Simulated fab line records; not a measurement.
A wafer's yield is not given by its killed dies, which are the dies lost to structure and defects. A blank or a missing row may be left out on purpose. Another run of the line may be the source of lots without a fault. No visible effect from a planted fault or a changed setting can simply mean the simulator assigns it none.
Matching of chambers || flow nand-harc || 4 sister chambers for NHARC_A_CONTACT_ALD_18 on ald-metal-03
The step deposits TiN, target thk 3 nm, pulse time 1 s, ald cycles 150. 20 wafers are shown with their chamber, then 10 later ones without.

## WAFERS PAIRED WITH THEIR CHAMBERS
{"wafer": "L074.1", "chamber": 0, "heater-power-w (W)": 1104, "susceptor-temp-C (C)": 449.70, "precursor-pulse-height-rel": 0.995}
{"wafer": "L074.2", "chamber": 1, "heater-power-w (W)": 1017, "susceptor-temp-C (C)": 449.91, "precursor-pulse-height-rel": 1.007}
{"wafer": "L074.5", "chamber": 0, "heater-power-w (W)": 1126, "susceptor-temp-C (C)": 449.65, "precursor-pulse-height-rel": 1.015}
{"wafer": "L075.1", "chamber": 1, "heater-power-w (W)": 1040, "susceptor-temp-C (C)": 450.15, "precursor-pulse-height-rel": 0.983}
{"wafer": "L075.2", "chamber": 2, "heater-power-w (W)": 1285, "susceptor-temp-C (C)": 449.62, "precursor-pulse-height-rel": 1.008}
{"wafer": "L075.3", "chamber": 3, "heater-power-w (W)": 1102, "susceptor-temp-C (C)": 450.35, "precursor-pulse-height-rel": 0.993}
{"wafer": "L076.1", "chamber": 2, "heater-power-w (W)": 1269, "susceptor-temp-C (C)": 449.67, "precursor-pulse-height-rel": 1.001}
{"wafer": "L076.4", "chamber": 1, "heater-power-w (W)": 1019, "susceptor-temp-C (C)": 450.11, "precursor-pulse-height-rel": 1.000}
{"wafer": "L076.5", "chamber": 2, "heater-power-w (W)": 1270, "susceptor-temp-C (C)": 449.64, "precursor-pulse-height-rel": 0.999}
{"wafer": "L083.2", "chamber": 0, "heater-power-w (W)": 1085, "susceptor-temp-C (C)": 449.96, "precursor-pulse-height-rel": 1.000}
{"wafer": "L083.4", "chamber": 1, "heater-power-w (W)": 1017, "susceptor-temp-C (C)": 449.99, "precursor-pulse-height-rel": 0.999}
{"wafer": "L083.6", "chamber": 0, "heater-power-w (W)": 1118, "susceptor-temp-C (C)": 450.10, "precursor-pulse-height-rel": 1.011}
{"wafer": "L086.1", "chamber": 0, "heater-power-w (W)": 1118, "susceptor-temp-C (C)": 450.22, "precursor-pulse-height-rel": 0.936}
{"wafer": "L086.4", "chamber": 3, "heater-power-w (W)": 1072, "susceptor-temp-C (C)": 449.91, "precursor-pulse-height-rel": 1.000}
{"wafer": "L086.5", "chamber": 1, "heater-power-w (W)": 1047, "susceptor-temp-C (C)": 449.91, "precursor-pulse-height-rel": 0.991}
{"wafer": "L088.1", "chamber": 0, "heater-power-w (W)": 1116, "susceptor-temp-C (C)": 449.54, "precursor-pulse-height-rel": 0.989}
{"wafer": "L088.2", "chamber": 1, "heater-power-w (W)": 1053, "susceptor-temp-C (C)": 450.16, "precursor-pulse-height-rel": 1.015}
{"wafer": "L088.4", "chamber": 2, "heater-power-w (W)": 1185, "susceptor-temp-C (C)": 450.04, "precursor-pulse-height-rel": 1.021}
{"wafer": "L090.1", "chamber": 3, "heater-power-w (W)": 1082, "susceptor-temp-C (C)": 450.28, "precursor-pulse-height-rel": 1.019}
{"wafer": "L090.4", "chamber": 0, "heater-power-w (W)": 1117, "susceptor-temp-C (C)": 449.82, "precursor-pulse-height-rel": 0.981}

SIGNATURES, as means of the wafers listed above
{"reading": "heater-power-w", "chamber 0": 1112.00, "chamber 1": 1032.17, "chamber 2": 1252.25, "chamber 3": 1085.33, "scatter within a chamber": 23.9}
{"reading": "susceptor-temp-C", "chamber 0": 449.8557, "chamber 1": 450.0383, "chamber 2": 449.7425, "chamber 3": 450.1800, "scatter within a chamber": 0.205}
{"reading": "precursor-pulse-height-rel", "chamber 0": 0.98957, "chamber 1": 0.99917, "chamber 2": 1.00725, "chamber 3": 1.00400, "scatter within a chamber": 0.0185}
Rule: for a wafer and a chamber, the distance is found by dividing, reading by reading, the gap between the wafer's reading and the chamber's mean by the reading's scatter, squaring, summing and taking the root. The wafer belongs to the nearest chamber; if the next one is less than 2 further off, it can't be placed. The scatter: take each reading less its chamber's mean, square it, sum over the shown wafers, divide by the number of wafers less the number of chambers, and take the root.

## WAFERS WHOSE CHAMBER IS MISSING
{"wafer": "L090.5", "heater-power-w (W)": 1223, "susceptor-temp-C (C)": 450.26, "precursor-pulse-height-rel": 0.982}
{"wafer": "L091.1", "heater-power-w (W)": 1084, "susceptor-temp-C (C)": 449.90, "precursor-pulse-height-rel": 0.963}
{"wafer": "L091.4", "heater-power-w (W)": 1193, "susceptor-temp-C (C)": 449.86, "precursor-pulse-height-rel": 1.006}
{"wafer": "L091.6", "heater-power-w (W)": 1020, "susceptor-temp-C (C)": 449.58, "precursor-pulse-height-rel": 1.005}
{"wafer": "L094.1", "heater-power-w (W)": 1052, "susceptor-temp-C (C)": 449.82, "precursor-pulse-height-rel": 0.999}
{"wafer": "L094.4", "heater-power-w (W)": 1231, "susceptor-temp-C (C)": 450.00, "precursor-pulse-height-rel": 0.992}
{"wafer": "L094.5", "heater-power-w (W)": 1234, "susceptor-temp-C (C)": 449.92, "precursor-pulse-height-rel": 0.977}
{"wafer": "L095.1", "heater-power-w (W)": 1211, "susceptor-temp-C (C)": 449.87, "precursor-pulse-height-rel": 1.042}
{"wafer": "L095.2", "heater-power-w (W)": 1046, "susceptor-temp-C (C)": 449.17, "precursor-pulse-height-rel": 0.977}
{"wafer": "L095.4", "heater-power-w (W)": 1120, "susceptor-temp-C (C)": 449.99, "precursor-pulse-height-rel": 0.990}

## WHICH CHAMBER EACH ONE RAN IN
{"wafer": "L090.5", "from the rows above": "can't be placed: 2 or 0", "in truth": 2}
{"wafer": "L091.1", "from the rows above": "can't be placed: 0 or 3 or 1", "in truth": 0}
{"wafer": "L091.4", "from the rows above": "can't be placed: 2 or 0", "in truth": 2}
{"wafer": "L091.6", "from the rows above": "can't be placed: 1 or 3 or 0", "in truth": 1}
{"wafer": "L094.1", "from the rows above": "can't be placed: 1 or 3 or 0", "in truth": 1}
{"wafer": "L094.4", "from the rows above": 2, "in truth": 2}
{"wafer": "L094.5", "from the rows above": 2, "in truth": 2}
{"wafer": "L095.1", "from the rows above": 2, "in truth": 2}
{"wafer": "L095.2", "from the rows above": "can't be placed: 0 or 1 or 3", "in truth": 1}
{"wafer": "L095.4", "from the rows above": "can't be placed: 0 or 3", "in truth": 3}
Correct placement for 3 of the 10. Not placeable from these rows: 7 (in 7, the candidates include the true chamber). Placed wrongly: 0.
